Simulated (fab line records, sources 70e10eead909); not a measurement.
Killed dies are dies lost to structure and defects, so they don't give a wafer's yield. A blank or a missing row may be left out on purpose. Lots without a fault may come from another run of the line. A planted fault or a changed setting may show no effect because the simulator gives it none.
Chamber matching | flow nand_harc | NHARC_A_STAIRCASE_DEP_322 on pecvd-03: 3 sister chambers
The step deposits SiO2, target thk 7200 nm. 20 wafers are shown with their chamber, then 10 later ones without.

WAFERS WITH THEIR CHAMBER
wafer  | chamber | heater_power_w (W)
L075.2 | 2       | 594
L075.3 | 0       | 746
L075.6 | 1       | 575
L077.2 | 0       | 674
L077.4 | 0       | 607
L077.5 | 1       | 566
L080.1 | 1       | 694
L080.3 | 2       | 668
L080.4 | 1       | 559
L080.2 | 0       | 751
L080.5 | 0       | 627
L080.6 | 2       | 519
L081.1 | 1       | 642
L081.5 | 1       | 562
L081.6 | 0       | 607
L083.2 | 2       | 596
L083.3 | 0       | 713
L083.5 | 1       | 572
L085.1 | 0       | 721
L085.3 | 1       | 648

SIGNATURES (means of the wafers above)
reading        | chamber 0 | chamber 1 | chamber 2 | scatter within a chamber
heater_power_w | 680.75    | 602.25    | 594.25    | 57
Rule: a wafer's distance from a chamber is the root of the sum, over the readings, of the square of ((its reading less the chamber's mean) divided by the reading's scatter). The wafer belongs to the nearest chamber; if the next one is less than 2 further off, it can't be placed. The scatter: the root of (the sum of the squares of (reading less its chamber's mean) over the shown wafers, divided by (wafers less chambers)).

WAFERS WITHOUT THEIR CHAMBER
wafer  | heater_power_w (W)
L085.4 | 582
L087.4 | 533
L087.5 | 567
L087.6 | 595
L094.1 | 647
L094.2 | 691
L094.6 | 571
L097.3 | 692
L097.4 | 559
L097.6 | 513

WHICH CHAMBER EACH WENT THROUGH
wafer  | from the rows above          | in truth
L085.4 | can't be placed: 2 or 1 or 0 | 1
L087.4 | can't be placed: 2 or 1 or 0 | 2
L087.5 | can't be placed: 2 or 1 or 0 | 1
L087.6 | can't be placed: 2 or 1 or 0 | 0
L094.1 | can't be placed: 0 or 1 or 2 | 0
L094.2 | can't be placed: 0 or 1 or 2 | 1
L094.6 | can't be placed: 2 or 1 or 0 | 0
L097.3 | can't be placed: 0 or 1 or 2 | 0
L097.4 | can't be placed: 2 or 1 or 0 | 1
L097.6 | can't be placed: 2 or 1 or 0 | 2
Placed correctly: 0 of 10. Can't be placed from these rows: 10 (the true chamber is among the candidates in 10). Placed wrongly: 0.
